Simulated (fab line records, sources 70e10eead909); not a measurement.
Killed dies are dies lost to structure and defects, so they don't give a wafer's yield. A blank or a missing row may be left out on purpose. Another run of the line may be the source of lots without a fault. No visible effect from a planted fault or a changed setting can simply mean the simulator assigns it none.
Matching of chambers | flow nand harc | 4 sister chambers for NHARC_A_SLIT_ETCH_29 on rie diel-03
The step etches the open film in CF4/O2, target depth 100 nm, overetch 10 nm, time 55 s. 4 wafers are shown with their chamber, then 9 later ones without.

## WAFERS WITH THEIR CHAMBER
wafer  | chamber | drypump motor current A (A)
L083.3 | 2       | 5.7
L088.1 | 1       | 5.7
L088.2 | 0       | 5.9
L088.3 | 3       | 5.9

## WAFERS WITHOUT THEIR CHAMBER
wafer  | drypump motor current A (A)
L088.4 | 5.8
L088.5 | 5.7
L088.6 | 5.7
L091.1 | 5.7
L091.4 | 5.7
L091.6 | 5.9
L095.2 | 5.7
L095.4 | 5.7
L095.5 | 5.9

## WHICH CHAMBER EACH ONE RAN IN
wafer  | from the rows above               | in truth
L088.4 | can't be placed: 1 or 2 or 0 or 3 | 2
L088.5 | can't be placed: 1 or 2           | 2
L088.6 | can't be placed: 1 or 2           | 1
L091.1 | can't be placed: 1 or 2           | 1
L091.4 | can't be placed: 1 or 2           | 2
L091.6 | can't be placed: 0 or 3           | 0
L095.2 | can't be placed: 1 or 2           | 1
L095.4 | can't be placed: 1 or 2           | 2
L095.5 | can't be placed: 0 or 3           | 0
Correctly placed: 0 of 9. Can't be placed from these rows: 9 (the true chamber is among the candidates in 9). Placed wrongly: 0.
How it was worked out, from the rows above alone: a wafer's distance from a chamber is the root of the sum, over the readings, of the square of ((its reading less the chamber's mean) divided by the reading's scatter). If the next closest chamber is less than 2 further off than the closest, the wafer can't be placed; otherwise it belongs to the closest. A chamber's mean is the mean of its shown wafers. The scatter (one wafer shown for each chamber): square how far every hidden wafer sits from the nearest shown wafer, average those squares and take the square root.
